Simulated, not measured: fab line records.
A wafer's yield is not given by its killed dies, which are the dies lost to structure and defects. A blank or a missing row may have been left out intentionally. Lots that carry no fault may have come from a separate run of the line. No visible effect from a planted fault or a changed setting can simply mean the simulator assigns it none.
fab line records + flow nandHarc
record:
- lots: 13
- wafers: 37
- lastDay: 24
route steps=1159 shown A_CONTACT@943 A_BLC@989
lots that met no fault: from a run of the same line without faults
startH: hours from the record's first day to the start of the lot's first wafer shown + waitH: hours elapsed since this lot's preceding step + " the same as in the row above + L1.1+2: one row covering several wafers at once + - either no value or no given start + * or withheld: withheld + < > ~ a bound
route shown NAME@n: NAME is a module with steps in the file, n the number in the route of the first one + usual: mean/standard deviation taken from wafers without a fault + same: alike in all rows + chamber/n: place in a boat + sites: readings site by site + _std_site: standard deviation of those values + _edge_site: outer sites' mean less inner sites' + radiusMm: for every site, how far away it sits from the centre of the wafer + mask NAME#n: copy n + behind: the last tool/chamber to shape the wafer + hold: what put the lot on hold/how long, in hours/how the hold closed + device: names the non-switching transistor (n, p or np) + end of line: tests run on the same wafers once the route is complete + a step with no rows: only its recipe + killed: dies that structure and defects cost at the first sort, which is not the same as the wafer's yield + map: shows each die of a wafer: x if killed, . if not, _ if none is there
set.NAME: the setting that was run; set.NAME@STEP: the one run at that earlier step + model.NAME: the simulator's own value behind a step, which no gauge read
one table for each step of the route and one row for each wafer, over a sample of lots
services: a tool's chamber out of use, with start hour (startH, from the record's first day; less than 0 if before it), hours out, and reason
== steps ==
step: NHARC_A_CONTACT_ETCH_134
recipe:
- sourceW: withheld
- pressureMtorr: 20
- biasV: withheld
- timeS: 140
- targetDepthA: 7000
- arFlowSccm: withheld
- c4f8FlowSccm: withheld
- o2FlowSccm: withheld
- chemistry: C4F8/O2/Ar
| lot.wafer | tool          | chamber | startH | waitH | rfHoursCounterH |
|-----------|---------------|---------|--------|-------|-----------------|
| L300.2    | harCapEtch-02 | 1       | 389.31 | -     | 12              |
| L300.1    | "             | 0       | "      | "     | 12              |
| L300.5    | "             | 0       | "      | "     | -               |
| L301.1    | harCapEtch-03 | 1       | 393.90 | -     | 85              |
| L301.4    | "             | 0       | "      | "     | -               |
| L301.6    | "             | 0       | "      | "     | -               |
| L302.2    | harCapEtch-01 | 0       | 394.88 | -     | 62              |
| L302.1    | "             | 1       | "      | "     | 62              |
| L302.6    | "             | 0       | "      | "     | -               |
| L299.1    | harCapEtch-01 | 0       | 399.86 | -     | 63              |
| L299.4    | "             | 1       | "      | "     | -               |
| L299.6    | "             | 0       | "      | "     | -               |
| L303.1    | harCapEtch-02 | 0       | 401.44 | -     | 14              |
| L303.2    | "             | 1       | "      | "     | 14              |
| L303.3    | "             | 1       | "      | "     | -               |
| L306.1    | harCapEtch-03 | 0       | 426.49 | -     | 91              |
| L306.2    | "             | 1       | "      | "     | 91              |
| L306.6    | "             | 0       | "      | "     | -               |
| L309.3    | harCapEtch-03 | 0       | 440.22 | -     | -               |
| L309.5    | "             | 1       | "      | "     | -               |
| L311.1    | harCapEtch-02 | 1       | 450.00 | -     | 21              |
| L311.4    | "             | 1       | "      | "     | -               |
| L312.2    | harCapEtch-03 | 0       | 450.87 | -     | 96              |
| L312.1    | "             | 1       | "      | "     | 96              |
| L312.4    | "             | 0       | "      | "     | -               |
| L319.3    | harCapEtch-03 | 0       | 510.51 | -     | -               |
| L319.4    | "             | 1       | "      | "     | -               |
| L319.6    | "             | 0       | "      | "     | -               |
| L320.1    | harCapEtch-01 | 0       | 511.84 | -     | 83              |
| L320.2    | "             | 1       | "      | "     | 83              |
| L320.3    | "             | 1       | "      | "     | -               |
| L318.2    | harCapEtch-03 | 0       | 512.97 | -     | 106             |
| L318.4    | "             | 0       | "      | "     | -               |
| L318.6    | "             | 0       | "      | "     | -               |
| L322.1    | harCapEtch-01 | 1       | 522.28 | -     | 85              |
| L322.4    | "             | 1       | "      | "     | -               |
| L322.5    | "             | 1       | "      | "     | -               |
step: NHARC_A_CONTACT_ETCH_139
recipe:
- sourceW: withheld
- pressureMtorr: 20
- biasV: 400
- timeS: 137
- targetDepthA: 5900
- arFlowSccm: withheld
- c4f8FlowSccm: 11.5
- o2FlowSccm: 7.2
- chemistry: C4F8/O2/Ar
| lot.wafer | tool          | chamber | startH | waitH | rfHoursCounterH |
|-----------|---------------|---------|--------|-------|-----------------|
| L300.2    | harCapEtch-02 | 1       | 390.23 | 0.1   | 12              |
| L300.1    | "             | 0       | "      | "     | 12              |
| L300.5    | "             | 0       | "      | "     | -               |
| L301.1    | harCapEtch-03 | 1       | 394.59 | 0.1   | 86              |
| L301.4    | "             | 0       | "      | "     | -               |
| L301.6    | "             | 0       | "      | "     | -               |
| L302.2    | harCapEtch-01 | 0       | 395.80 | 0.1   | 63              |
| L302.1    | "             | 1       | "      | "     | 63              |
| L302.6    | "             | 0       | "      | "     | -               |
| L299.1    | harCapEtch-01 | 0       | 401.10 | 0.2   | 64              |
| L299.4    | "             | 1       | "      | "     | -               |
| L299.6    | "             | 0       | "      | "     | -               |
| L303.1    | harCapEtch-02 | 0       | 402.36 | 0.1   | 14              |
| L303.2    | "             | 1       | "      | "     | 14              |
| L303.3    | "             | 1       | "      | "     | -               |
| L306.1    | harCapEtch-03 | 0       | 427.18 | 0.1   | 92              |
| L306.2    | "             | 1       | "      | "     | 92              |
| L306.6    | "             | 0       | "      | "     | -               |
| L309.3    | harCapEtch-03 | 0       | 440.92 | 0.1   | -               |
| L309.5    | "             | 1       | "      | "     | -               |
| L311.1    | harCapEtch-02 | 1       | 450.69 | 0.1   | 22              |
| L311.4    | "             | 1       | "      | "     | -               |
| L312.2    | harCapEtch-03 | 0       | 451.56 | 0.1   | 97              |
| L312.1    | "             | 1       | "      | "     | 97              |
| L312.4    | "             | 0       | "      | "     | -               |
| L319.3    | harCapEtch-03 | 0       | 511.33 | 0.1   | -               |
| L319.4    | "             | 1       | "      | "     | -               |
| L319.6    | "             | 0       | "      | "     | -               |
| L320.1    | harCapEtch-01 | 0       | 512.75 | 0.1   | 84              |
| L320.2    | "             | 1       | "      | "     | 84              |
| L320.3    | "             | 1       | "      | "     | -               |
| L318.2    | harCapEtch-03 | 0       | 513.66 | 0.1   | 107             |
| L318.4    | "             | 0       | "      | "     | -               |
| L318.6    | "             | 0       | "      | "     | -               |
| L322.1    | harCapEtch-01 | 1       | 522.98 | 0.1   | 86              |
| L322.4    | "             | 1       | "      | "     | -               |
| L322.5    | "             | 1       | "      | "     | -               |
step: NHARC_A_CONTACT_CVD_19
recipe:
- targetThkA: 3000
- tempC: 300
- pressureTorr: 40
- wf6FlowSccm: 40
- h2FlowSccm: 1600
- arFlowSccm: 1560
- timeS: 802
- material: W
usual:
- chamberPressureTorr: 39.97/0.09
- heaterPowerW: 473/72
- mfcH2Sccm: 1599/5.2
- throttleValvePct: 7.9/0.34
| lot.wafer | tool    | chamber | startH | waitH | chamberPressureTorr | heaterPowerW | mfcH2Sccm | throttleValvePct |
|-----------|---------|---------|--------|-------|---------------------|--------------|-----------|------------------|
| L300.2    | cvdW-02 | 0       | -      | -     | 39.84               | 555          | 1600      | 7.3              |
| L300.1    | "       | 1       | "      | "     | 40.00               | 370          | 1594      | 8.2              |
| L300.5    | "       | 1       | "      | "     | 40.09               | 360          | 1597      | 8.1              |
| L301.1    | cvdW-02 | 1       | -      | -     | 39.89               | 358          | 1599      | 7.9              |
| L301.4    | "       | 1       | "      | "     | 39.92               | 367          | 1614      | 8.1              |
| L301.6    | "       | 1       | "      | "     | 40.00               | 360          | 1602      | 8.0              |
| L302.2    | cvdW-02 | 0       | -      | -     | 40.00               | 554          | 1598      | 7.4              |
| L302.1    | "       | 1       | "      | "     | 40.02               | 362          | 1594      | 8.0              |
| L302.6    | "       | 0       | "      | "     | 39.99               | 551          | 1596      | 7.3              |
| L299.1    | cvdW-01 | 0       | -      | -     | 40.11               | 475          | 1603      | 7.9              |
| L299.4    | "       | 0       | "      | "     | 40.05               | 469          | 1602      | 7.9              |
| L299.6    | "       | 0       | "      | "     | 40.05               | 475          | 1592      | 7.6              |
| L303.1    | cvdW-02 | 1       | -      | -     | 40.08               | 355          | 1605      | 8.0              |
| L303.2    | "       | 0       | "      | "     | 40.04               | 541          | 1606      | 7.4              |
| L303.3    | "       | 1       | "      | "     | 40.11               | 365          | 1600      | 8.0              |
| L306.2    | cvdW-01 | 1       | -      | -     | 40.06               | 515          | 1604      | 8.0              |
| L306.1    | "       | 0       | "      | "     | 40.02               | 487          | 1606      | 7.8              |
| L306.6    | "       | 0       | "      | "     | 39.93               | 475          | 1598      | 7.8              |
| L309.3    | cvdW-01 | 1       | -      | -     | 39.92               | 516          | 1603      | 8.2              |
| L309.5    | "       | 1       | "      | "     | 39.86               | 513          | 1605      | 8.0              |
| L312.2    | cvdW-02 | 1       | -      | -     | 39.94               | 361          | 1599      | 8.3              |
| L312.1    | "       | 0       | "      | "     | 40.09               | 556          | 1602      | 7.5              |
| L312.4    | "       | 1       | "      | "     | 39.88               | 366          | 1607      | 7.9              |
| L311.1    | cvdW-01 | 0       | -      | -     | 39.88               | 467          | 1599      | 7.8              |
| L311.4    | "       | 0       | "      | "     | 39.92               | 474          | 1596      | 7.8              |
| L319.3    | cvdW-01 | 0       | -      | -     | 39.96               | 478          | 1599      | 8.0              |
| L319.4    | "       | 1       | "      | "     | 39.87               | 470          | 1602      | 8.2              |
| L319.6    | "       | 1       | "      | "     | 40.09               | 480          | 1597      | 8.2              |
| L320.1    | cvdW-02 | 0       | -      | -     | 40.03               | 561          | 1597      | 7.5              |
| L320.2    | "       | 1       | "      | "     | 40.08               | 354          | 1588      | 8.2              |
| L320.3    | "       | 0       | "      | "     | 39.92               | 556          | 1597      | 7.6              |
| L318.2    | cvdW-01 | 0       | -      | -     | 40.06               | 472          | 1608      | 7.7              |
| L318.4    | "       | 0       | "      | "     | 39.90               | 481          | 1604      | 7.9              |
| L318.6    | "       | 1       | "      | "     | 39.98               | 489          | 1612      | 8.5              |
| L322.1    | cvdW-01 | 0       | -      | -     | 40.23               | 473          | 1610      | 7.6              |
| L322.4    | "       | 1       | "      | "     | 40.05               | 471          | 1604      | 8.3              |
| L322.5    | "       | 0       | "      | "     | 40.13               | 474          | 1605      | 7.6              |
step: NHARC_A_BLC_CVD_24
recipe:
- targetThkA: 1500
- tempC: 300
- pressureTorr: 40
- wf6FlowSccm: 40
- h2FlowSccm: 1600
- arFlowSccm: 1560
- timeS: 434
- material: W
usual:
- chamberPressureTorr: 40.01/0.077
- heaterPowerW: 477/69
- mfcH2Sccm: 1600/4.9
- throttleValvePct: 7.9/0.36
| lot.wafer | tool    | chamber | startH | waitH | chamberPressureTorr | heaterPowerW | mfcH2Sccm | throttleValvePct |
|-----------|---------|---------|--------|-------|---------------------|--------------|-----------|------------------|
| L300.2    | cvdW-02 | 1       | 397.40 | -     | 40.01               | 368          | 1601      | 7.8              |
| L300.1    | "       | 0       | "      | "     | 40.02               | 554          | 1599      | 7.1              |
| L300.5    | "       | 1       | "      | "     | 40.18               | 364          | 1602      | 8.1              |
| L301.1    | cvdW-02 | 0       | 400.67 | -     | 40.10               | 548          | 1606      | 7.3              |
| L301.4    | "       | 0       | "      | "     | 40.14               | 554          | 1607      | 7.1              |
| L301.6    | "       | 1       | "      | "     | 40.07               | 368          | 1603      | 8.0              |
| L302.1    | cvdW-02 | 0       | 402.20 | -     | 40.03               | 544          | 1601      | 7.5              |
| L302.2    | "       | 1       | "      | "     | 40.08               | 363          | 1593      | 8.0              |
| L302.6    | "       | 0       | "      | "     | 40.17               | 554          | 1605      | 7.2              |
| L299.1    | cvdW-02 | 1       | 407.22 | -     | 39.96               | 362          | 1592      | 8.0              |
| L299.4    | "       | 1       | "      | "     | 39.99               | 359          | 1597      | 8.1              |
| L299.6    | "       | 1       | "      | "     | 40.00               | 362          | 1598      | 8.1              |
| L303.2    | cvdW-01 | 1       | 412.29 | -     | 39.92               | 492          | 1602      | 8.2              |
| L303.1    | "       | 0       | "      | "     | 39.92               | 468          | 1599      | 8.0              |
| L303.3    | "       | 1       | "      | "     | 39.99               | 516          | 1607      | 8.2              |
| L306.2    | cvdW-01 | 1       | 435.01 | -     | 39.95               | 518          | 1597      | 8.2              |
| L306.1    | "       | 0       | "      | "     | 39.98               | 465          | 1596      | 7.9              |
| L306.6    | "       | 0       | "      | "     | 39.98               | 473          | 1599      | 8.1              |
| L309.3    | cvdW-01 | 0       | 447.13 | -     | 40.01               | 472          | 1610      | 7.9              |
| L309.5    | "       | 0       | "      | "     | 39.89               | 468          | 1601      | 7.8              |
| L311.1    | cvdW-01 | 1       | 463.32 | -     | 40.00               | 516          | 1598      | 8.4              |
| L311.4    | "       | 1       | "      | "     | 39.99               | 529          | 1602      | 8.1              |
| L312.1    | cvdW-01 | 0       | 463.75 | -     | 40.02               | 477          | 1601      | 8.3              |
| L312.2    | "       | 1       | "      | "     | 39.98               | 512          | 1591      | 8.3              |
| L312.4    | "       | 0       | "      | "     | 39.93               | 460          | 1594      | 7.9              |
| L319.4    | cvdW-02 | 0       | 520.04 | -     | 39.98               | 555          | 1608      | 7.2              |
| L319.3    | "       | 1       | "      | "     | 39.89               | 362          | 1599      | 7.9              |
| L319.6    | "       | 1       | "      | "     | 39.99               | 363          | 1605      | 8.1              |
| L320.1    | cvdW-02 | 1       | 520.33 | -     | 40.25               | 369          | 1603      | 8.0              |
| L320.2    | "       | 0       | "      | "     | 40.19               | 547          | 1594      | 7.5              |
| L320.3    | "       | 0       | "      | "     | 39.99               | 563          | 1600      | 7.4              |
| L318.2    | cvdW-02 | 0       | 526.95 | -     | 39.95               | 550          | 1601      | 7.5              |
| L318.4    | "       | 0       | "      | "     | 40.13               | 544          | 1594      | 7.5              |
| L318.6    | "       | 0       | "      | "     | 39.88               | 553          | 1603      | 7.5              |
| L322.1    | cvdW-01 | 1       | 532.07 | -     | 39.92               | 485          | 1614      | 7.9              |
| L322.4    | "       | 0       | "      | "     | 40.08               | 481          | 1598      | 7.6              |
| L322.5    | "       | 0       | "      | "     | 40.07               | 473          | 1596      | 7.8              |
step: NHARC_A_BLC_CMP_25
recipe:
- tOverpolishS: 30
- targetThkNm: 150
usual:
- motorCurrentA: 12.2/1.4
- overpolishRunS: 30.000/0.009
- timeToEndpointS: 29.1/2.2
| lot.wafer | tool   | chamber | startH | waitH | motorCurrentA | overpolishRunS | timeToEndpointS |
|-----------|--------|---------|--------|-------|---------------|----------------|-----------------|
| L300.1    | cmp-01 | 1       | 397.95 | 0.4   | 12.5          | 30.011         | 28.3            |
| L300.2    | "      | 2       | "      | "     | 10.7          | 30.007         | 30.5            |
| L300.5    | "      | 1       | "      | "     | 11.7          | 29.992         | 29.7            |
| L301.4    | cmp-01 | 3       | 401.20 | 0.3   | 11.8          | 29.992         | 27.8            |
| L301.1    | "      | 1       | "      | "     | 12.9          | 29.990         | 26.5            |
| L301.6    | "      | 0       | "      | "     | 12.6          | 29.991         | 25.6            |
| L302.1    | cmp-03 | 1       | 402.77 | 0.5   | 14.4          | 29.994         | 26.3            |
| L302.2    | "      | 3       | "      | "     | 12.3          | 30.001         | 28.4            |
| L302.6    | "      | 1       | "      | "     | 14.1          | 30.006         | 27.8            |
| L299.1    | cmp-02 | 3       | 407.68 | 0.4   | 14.8          | 30.014         | 29.2            |
| L299.4    | "      | 1       | "      | "     | 11.9          | 30.009         | 31.8            |
| L299.6    | "      | 3       | "      | "     | 14.9          | 30.007         | 30.3            |
| L303.1    | cmp-03 | 1       | 412.85 | 0.4   | 14.1          | 29.997         | 32.3            |
| L303.2    | "      | 2       | "      | "     | 13.4          | 30.009         | 33.3            |
| L303.3    | "      | 3       | "      | "     | 12.2          | 30.010         | 29.5            |
| L306.2    | cmp-03 | 1       | 435.57 | 0.5   | 14.6          | 30.002         | 28.2            |
| L306.1    | "      | 3       | "      | "     | 12.6          | 30.017         | 29.6            |
| L306.6    | "      | 0       | "      | "     | 10.3          | 29.994         | 27.4            |
| L309.3    | cmp-02 | 2       | 447.48 | 0.3   | 10.3          | 30.008         | 28.5            |
| L309.5    | "      | 1       | "      | "     | 12.4          | 29.985         | 10.9            |
| L311.1    | cmp-03 | 3       | 463.84 | 0.5   | 12.9          | 29.994         | 29.3            |
| L311.4    | "      | 1       | "      | "     | 13.8          | 29.992         | 13.0            |
| L312.2    | cmp-03 | 2       | 464.30 | 0.4   | 13.6          | 29.989         | 31.9            |
| L312.4    | "      | 0       | "      | "     | 9.9           | 30.018         | 10.6            |
| L312.1    | "      | 1       | "      | "     | 14.1          | 29.989         | 25.9            |
| L319.4    | cmp-01 | 3       | 520.42 | 0.3   | 11.1          | 30.002         | 28.0            |
| L319.3    | "      | 1       | "      | "     | 12.7          | 29.978         | 26.4            |
| L319.6    | "      | 0       | "      | "     | 12.6          | 30.001         | 25.9            |
| L320.2    | cmp-03 | 2       | 520.86 | 0.4   | 13.1          | 30.003         | 26.3            |
| L320.3    | "      | 3       | "      | "     | 12.6          | 30.006         | 28.3            |
| L320.1    | "      | 0       | "      | "     | 9.7           | 30.005         | 29.4            |
| L318.4    | cmp-03 | 3       | 527.50 | 0.3   | 13.1          | 30.006         | 25.9            |
| L318.2    | "      | 0       | "      | "     | 9.3           | 30.004         | 30.0            |
| L318.6    | "      | 0       | "      | "     | 9.8           | 29.997         | 29.8            |
| L322.1    | cmp-01 | 1       | 532.63 | 0.5   | 12.4          | 29.997         | 22.6            |
| L322.4    | "      | 3       | "      | "     | 11.5          | 29.994         | 25.8            |
| L322.5    | "      | 0       | "      | "     | 12.4          | 29.991         | 26.8            |
== services ==
| tool          | chamber | startH | hours | kind                          |
|---------------|---------|--------|-------|-------------------------------|
| cmp-03        | -       | 369.79 | 1.7   | repair                        |
| cmp-01        | -       | 375.61 | 4.0   | pm                            |
| cvdW-02       | -       | 376.08 | 13.0  | pm                            |
| cvdW-02       | 0       | 376.08 | 13.0  | ventCycle                     |
| cvdW-02       | 1       | 376.08 | 13.0  | ventCycle                     |
| cmp-03        | -       | 378.91 | 5.8   | repair                        |
| cvdW-02       | 0       | 389.08 | -     | clean                         |
| cvdW-02       | 1       | 389.08 | -     | clean                         |
| cmp-02        | -       | 398.50 | 2.2   | repair                        |
| cmp-01        | -       | 403.67 | 3.1   | repair                        |
| harCapEtch-03 | -       | 408.22 | 0.1   | repair                        |
| cmp-02        | -       | 422.50 | 4.0   | pm                            |
| cmp-03        | -       | 450.05 | 4.0   | pm                            |
| cmp-03        | -       | 454.05 | -     | consumableReplace:conditioner |
| cmp-01        | -       | 473.61 | 4.0   | pm                            |
| cvdW-01       | -       | 479.19 | 13.0  | pm                            |
| cvdW-01       | 0       | 479.19 | 13.0  | ventCycle                     |
| cvdW-01       | 1       | 479.19 | 13.0  | ventCycle                     |
| cvdW-01       | 0       | 492.19 | -     | clean                         |
| cvdW-01       | 1       | 492.19 | -     | clean                         |
| cmp-02        | -       | 505.33 | 4.3   | repair                        |
| cvdW-01       | -       | 506.26 | 3.2   | repair                        |
| cmp-02        | -       | 520.50 | 4.0   | pm                            |
| cmp-02        | -       | 525.50 | 5.9   | repair                        |
== key ==
firstSign:
- step: NHARC_A_BLC_CMP_25
- reading: timeToEndpointS
- direction: down
- sigmas: 8
- usual: *
- struck: *
effect none on later readings
metAt NHARC_A_BLC_CVD_24
struckLots L309,L311,L312
struckWafers L309.5,L311.4,L312.4
testerLeftOut L309,L311,L312
notActingAt NHARC_A_CONTACT_ETCH_134,NHARC_A_CONTACT_ETCH_139,NHARC_A_CONTACT_CVD_19
onsetBetween 435.01 447.13
fault:
- kind: processParameterDrift
- tool: cvdW-01
- chamber: -
- onsetH: 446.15
- steps: NHARC_A_BLC_CVD_24
- channel: targetThkA
- offset: *
- shape: step
- endH: 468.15
- scope: struckWafersOnly
- actsIn: *
- stated: *
testerLeftOut: of these lots the tester's yield and bins aren't shown, on N5 and GAA mostly nor the transistor test; their killed dies are dies lost to structure and defects alone, not to doping, threshold or leakage, so they don't give the yield
